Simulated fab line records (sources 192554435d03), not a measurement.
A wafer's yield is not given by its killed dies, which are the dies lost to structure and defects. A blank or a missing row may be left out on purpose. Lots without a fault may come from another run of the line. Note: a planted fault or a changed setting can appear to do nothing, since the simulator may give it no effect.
Chamber matching | flow n5Finfet | 4 sister chambers for N5_PMOS_HMC_CHANNEL_EPI_ETCH_38 on rieSi-05
The step etches SiO2 in CF4, target depth 1.5 nm. 14 wafers are shown with their chamber, then 7 later ones without.

EACH WAFER AND ITS CHAMBER
wafer  | chamber | drypumpMotorCurrentA (A) | throttleValvePct (%) | oesProductAu (a.u.)
L077.1 | 1       | 5.8                      | 21.33                | 0.978
L077.5 | 0       | 6.0                      | 21.56                | 0.994
L077.6 | 1       | 5.7                      | 21.34                | 0.986
L078.3 | 2       | 4.9                      | 21.41                | 0.984
L078.4 | 3       | 6.1                      | 21.43                | 0.992
L078.6 | 3       | 6.1                      | 21.43                | 0.991
L080.1 | 2       | 4.9                      | 21.39                | 0.988
L080.3 | 1       | 5.7                      | 21.34                | 0.988
L080.5 | 2       | 4.9                      | 21.39                | 0.988
L087.3 | 2       | 4.9                      | 21.39                | 0.996
L087.4 | 3       | 6.1                      | 21.42                | 0.999
L087.6 | 1       | 5.8                      | 21.34                | 0.988
L088.1 | 3       | 6.1                      | 21.42                | 0.991
L088.2 | 1       | 5.8                      | 21.35                | 0.994

SIGNATURES (means of the wafers above)
reading              | chamber 0 | chamber 1 | chamber 2 | chamber 3 | scatter within a chamber
drypumpMotorCurrentA | 6.000     | 5.760     | 4.900     | 6.100     | 0.0346
throttleValvePct     | 21.5600   | 21.3400   | 21.3950   | 21.4250   | 0.00775
oesProductAu         | 0.99400   | 0.98680   | 0.98900   | 0.99325   | 0.00504
Rule: for each reading, subtract the chamber's mean from the wafer's reading, divide by that reading's scatter and square the result; add these up over the readings and take the root, which gives the wafer's distance from the chamber. The wafer belongs to the nearest chamber; if the next one is less than 2 further off, it can't be placed. The scatter: the root of (the sum of the squares of (reading less its chamber's mean) over the shown wafers, divided by (wafers less chambers)).

WAFERS MISSING THEIR CHAMBER
wafer  | drypumpMotorCurrentA (A) | throttleValvePct (%) | oesProductAu (a.u.)
L088.6 | 4.9                      | 21.39                | 0.994
L090.1 | 4.8                      | 21.41                | 0.992
L090.2 | 6.1                      | 21.41                | 0.997
L090.3 | 6.0                      | 21.55                | 0.993
L096.1 | 6.1                      | 21.43                | 1.001
L096.2 | 5.8                      | 21.33                | 0.990
L096.5 | 4.9                      | 21.39                | 0.990

WHICH CHAMBER EACH ONE RAN IN
wafer  | from the rows above | in truth
L088.6 | 2                   | 2
L090.1 | 2                   | 2
L090.2 | 3                   | 3
L090.3 | 0                   | 0
L096.1 | 3                   | 3
L096.2 | 1                   | 1
L096.5 | 2                   | 2
Correctly placed: 7 of 7. Left unplaced by these rows: 0. Placed wrongly: 0.
